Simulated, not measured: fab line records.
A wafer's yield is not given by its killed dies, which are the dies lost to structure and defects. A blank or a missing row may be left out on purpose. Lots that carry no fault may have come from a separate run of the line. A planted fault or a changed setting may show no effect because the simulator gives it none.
Chamber matching / flow nandHarc / 4 sister chambers for NHARC_A_ZERO_WELL_ETCH_19 on rieDiel-07
The step etches the open film in N2/H2, target depth 80 nm, overetch 24 nm, time 87.88 s. 8 wafers are shown with their chamber, then 8 later ones without.

WAFERS PAIRED WITH THEIR CHAMBERS
wafer=L730.3; chamber=0; drypumpMotorCurrentA (A)=5.1; rfVppV (V)=432.9
wafer=L732.1; chamber=1; drypumpMotorCurrentA (A)=5.4; rfVppV (V)=428.2
wafer=L732.3; chamber=2; drypumpMotorCurrentA (A)=6.5; rfVppV (V)=430.2
wafer=L733.5; chamber=1; drypumpMotorCurrentA (A)=5.4; rfVppV (V)=429.2
wafer=L733.6; chamber=0; drypumpMotorCurrentA (A)=5.0; rfVppV (V)=430.5
wafer=L734.5; chamber=2; drypumpMotorCurrentA (A)=6.5; rfVppV (V)=430.1
wafer=L734.6; chamber=3; drypumpMotorCurrentA (A)=5.0; rfVppV (V)=434.2
wafer=L735.1; chamber=3; drypumpMotorCurrentA (A)=5.0; rfVppV (V)=435.2

WAFERS WHOSE CHAMBER IS MISSING
wafer=L735.3; drypumpMotorCurrentA (A)=5.4; rfVppV (V)=428.9
wafer=L735.6; drypumpMotorCurrentA (A)=5.4; rfVppV (V)=427.8
wafer=L736.1; drypumpMotorCurrentA (A)=5.1; rfVppV (V)=432.4
wafer=L736.3; drypumpMotorCurrentA (A)=6.5; rfVppV (V)=431.5
wafer=L736.5; drypumpMotorCurrentA (A)=5.0; rfVppV (V)=436.5
wafer=L748.1; drypumpMotorCurrentA (A)=5.1; rfVppV (V)=432.8
wafer=L748.2; drypumpMotorCurrentA (A)=6.5; rfVppV (V)=431.9
wafer=L748.5; drypumpMotorCurrentA (A)=6.5; rfVppV (V)=430.9

EACH ONE'S CHAMBER
wafer=L735.3; from the rows above=1; in truth=1
wafer=L735.6; from the rows above=1; in truth=1
wafer=L736.1; from the rows above=0; in truth=0
wafer=L736.3; from the rows above=2; in truth=2
wafer=L736.5; from the rows above=3; in truth=3
wafer=L748.1; from the rows above=can't be placed: 0 or 3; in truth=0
wafer=L748.2; from the rows above=2; in truth=2
wafer=L748.5; from the rows above=2; in truth=2
Correctly placed: 7 of 8. From these rows, 1 cannot be placed; in 1 the true chamber is one of the candidates. Placed wrongly: 0.
How it was worked out, from the rows above alone: a wafer's distance from a chamber is the root of the sum, over the readings, of the square of ((its reading less the chamber's mean) divided by the reading's scatter). If the next closest chamber is less than 2 further off than the closest, the wafer can't be placed; otherwise it belongs to the closest. Each chamber's mean is taken over the wafers shown for it. The scatter is the square root of a quotient: the sum, over the shown wafers, of each reading's squared deviation from its chamber's mean, divided by wafers minus chambers.
